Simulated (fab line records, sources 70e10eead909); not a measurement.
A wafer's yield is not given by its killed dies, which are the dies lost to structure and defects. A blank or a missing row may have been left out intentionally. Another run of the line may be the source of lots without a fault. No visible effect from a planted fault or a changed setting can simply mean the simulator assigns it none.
Chamber matching | flow nand-harc | 4 sister chambers for NHARC_P_ZERO_WELL_ETCH_65 on rie-diel-10
The step etches the open film in N2/H2, target depth 80 nm, overetch 24 nm, time 87.88 s. 7 wafers are shown with their chamber, then 7 later ones without.

WAFERS WITH THEIR CHAMBER
wafer  | chamber | drypump-motor-current-A (A) | showerhead-plenum-p-Torr (Torr)
L075.6 | 0       | 6.1                         | 2.14
L080.2 | 3       | 6.5                         | 1.97
L080.4 | 1       | 5.3                         | 2.06
L085.5 | 1       | 5.3                         | 2.06
L085.6 | 2       | 6.4                         | 2.00
L090.1 | 2       | 6.4                         | 1.99
L090.2 | 3       | 6.6                         | 1.96

WAFERS WHOSE CHAMBER IS MISSING
wafer  | drypump-motor-current-A (A) | showerhead-plenum-p-Torr (Torr)
L090.5 | 5.3                         | 2.06
L093.1 | 6.6                         | 1.96
L093.2 | 6.1                         | 2.14
L093.5 | 6.5                         | 1.96
L096.2 | 6.4                         | 1.99
L096.5 | 5.3                         | 2.05
L096.6 | 6.4                         | 1.99

CHAMBER TAKEN BY EACH
wafer  | from the rows above | in truth
L090.5 | 1                   | 1
L093.1 | 3                   | 3
L093.2 | 0                   | 0
L093.5 | 3                   | 3
L096.2 | 2                   | 2
L096.5 | 1                   | 1
L096.6 | 2                   | 2
7 of 7 placed correctly. From these rows, 0 cannot be placed. Wrongly placed: 0.
How it was worked out, from the rows above alone: a wafer's distance from a chamber is the root of the sum, over the readings, of the square of ((its reading less the chamber's mean) divided by the reading's scatter). If the next closest chamber is less than 2 further off than the closest, the wafer can't be placed; otherwise it belongs to the closest. The mean given for a chamber averages the wafers shown for that chamber. How the scatter is found: for the shown wafers, subtract from each reading the mean of its chamber, square and add these, divide the total by (wafers less chambers), then take the root.
